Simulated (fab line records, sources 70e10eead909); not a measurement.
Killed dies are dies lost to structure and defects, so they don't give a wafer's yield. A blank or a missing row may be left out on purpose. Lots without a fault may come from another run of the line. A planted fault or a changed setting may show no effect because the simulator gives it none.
Which tool did it? | flow nand_harc | 6 lots, 18 wafers sampled, at 3 steps of a route of 1302

WHAT THE GAUGES READ, wafer by wafer
NHARC_P_M1_CD_MEAS_09: target cd 130 nm.
lot  | measured     | on        | cd_nm (nm)
L447 | day 6 16:14  | cd_sem-02 | 130.4 130.4 130.0
L456 | day 10 21:09 | cd_sem-03 | 63.9 129.2 129.6
L458 | day 11 12:10 | cd_sem-03 | 130.0 129.9 130.6
L463 | day 13 03:30 | cd_sem-03 | 130.8 130.3 131.2
L465 | day 14 10:41 | cd_sem-01 | 129.5 129.3 130.1
L469 | day 15 18:25 | cd_sem-03 | 129.8 131.2 130.7

WHICH TOOL RAN EACH LOT (tool, then ch and the chambers of the sampled wafers, then the start)
lot  | NHARC_P_M0_PVD_21                       | NHARC_P_M1_PEB_07
L447 | pvd_sputter-01, day 6 14:50 or earlier  | litho_track-06 ch 0, day 6 16:09
L456 | pvd_sputter-02, day 10 19:42 or earlier | litho_track-06 ch 0, day 10 21:04
L458 | pvd_sputter-03, day 11 10:46 or earlier | litho_track-01 ch 0, day 11 12:05
L463 | pvd_sputter-03, day 13 02:07 or earlier | litho_track-04 ch 0, day 13 03:25
L465 | pvd_sputter-03, day 14 09:18 or earlier | litho_track-06 ch 0, day 14 10:37
L469 | pvd_sputter-02, day 15 17:03 or earlier | litho_track-01 ch 0, day 15 18:20
- NHARC_P_M0_PVD_21: deposits Cu, target thk 30 nm, time 20.49 s.
- NHARC_P_M1_PEB_07: peb time 65 s.

THE ANSWER, worked out from the rows above alone
Rule: what is usual is taken from the lots themselves. Put in order of their means at a reading, lots are off if they are a third of the lots or fewer, leave a main group of 4 or more, and stand apart from it by a gap of 3 or more times the standard deviation of the main group's means; of several such gaps the widest counts. A main group whose means are all the same, to the digits that the tables above print for the reading, isn't used. A lot without any number at a reading at which 4 lots or more have one is off too. The other lots that the step has rows for count as sound.
Off: L456, at NHARC_P_M1_CD_MEAS_09 (cd_nm). The main group: mean 130.3 nm, standard deviation 0.39.
A tool fits if, at a process step before that reading, it ran every lot that is off, and no sound lot after the first of them. The gauges at NHARC_P_M1_CD_MEAS_09 are tried like those tools. NHARC_P_M0_PVD_21 gives no start for some lots, so the hours and the order of its lots are those of NHARC_P_M0_INSPECT_27. None of those tried fits.

WHAT THE SIMULATOR HAD PUT IN
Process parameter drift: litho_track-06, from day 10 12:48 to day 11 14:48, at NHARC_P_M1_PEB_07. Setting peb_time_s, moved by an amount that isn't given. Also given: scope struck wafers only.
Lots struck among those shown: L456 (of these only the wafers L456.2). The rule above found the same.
